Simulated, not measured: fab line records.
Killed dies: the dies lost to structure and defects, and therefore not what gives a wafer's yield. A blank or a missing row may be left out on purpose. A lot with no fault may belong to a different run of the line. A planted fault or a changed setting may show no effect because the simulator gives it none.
Chamber matching	flow nand harc	cmp-02 running NHARC_P_M0_CMP_23: 4 sister chambers
The step polishes, t overpolish 20 s, target thk 117.54 nm. 14 wafers are shown with their chamber, then 7 later ones without.

WAFERS, EACH WITH ITS CHAMBER
wafer	chamber	motor current A (A)	time to endpoint s (s)
L075.1	0	11.1	35.5
L075.3	3	13.0	30.5
L075.5	2	14.2	30.1
L080.1	1	11.4	26.4
L080.2	3	12.8	26.7
L080.6	1	11.4	27.6
L082.1	0	10.2	29.9
L082.2	3	12.3	27.7
L082.3	2	14.1	25.7
L083.1	1	11.3	28.6
L083.2	2	13.4	27.8
L083.6	0	11.0	31.1
L086.1	0	10.3	32.9
L086.2	3	13.0	31.1

SIGNATURES, as means of the wafers listed above
reading	chamber 0	chamber 1	chamber 2	chamber 3	scatter within a chamber
motor current A	10.650	11.367	13.900	12.775	0.369
time to endpoint s	32.350	27.533	27.867	29.000	2.09
Rule: distance of a wafer from a chamber = root of the sum over the readings of ((wafer's reading minus chamber's mean) / reading's scatter) squared. If the next closest chamber is less than 2 further off than the closest, the wafer can't be placed; otherwise it belongs to the closest. The scatter is the square root of a quotient: the sum, over the shown wafers, of each reading's squared deviation from its chamber's mean, divided by wafers minus chambers.

WAFERS MISSING THEIR CHAMBER
wafer	motor current A (A)	time to endpoint s (s)
L086.5	11.4	26.6
L088.2	12.5	28.9
L088.4	11.4	28.3
L088.5	12.9	29.5
L092.2	11.3	29.2
L092.3	11.2	25.1
L092.4	12.1	25.6

CHAMBER TAKEN BY EACH
wafer	from the rows above	in truth
L086.5	1	1
L088.2	3	3
L088.4	1	1
L088.5	3	3
L092.2	can't be placed: 1 or 0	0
L092.3	1	1
L092.4	can't be placed: 1 or 3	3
Correctly placed: 5 of 7. Can't be placed from these rows: 2 (the true chamber is among the candidates in 2). Placed wrongly: 0.
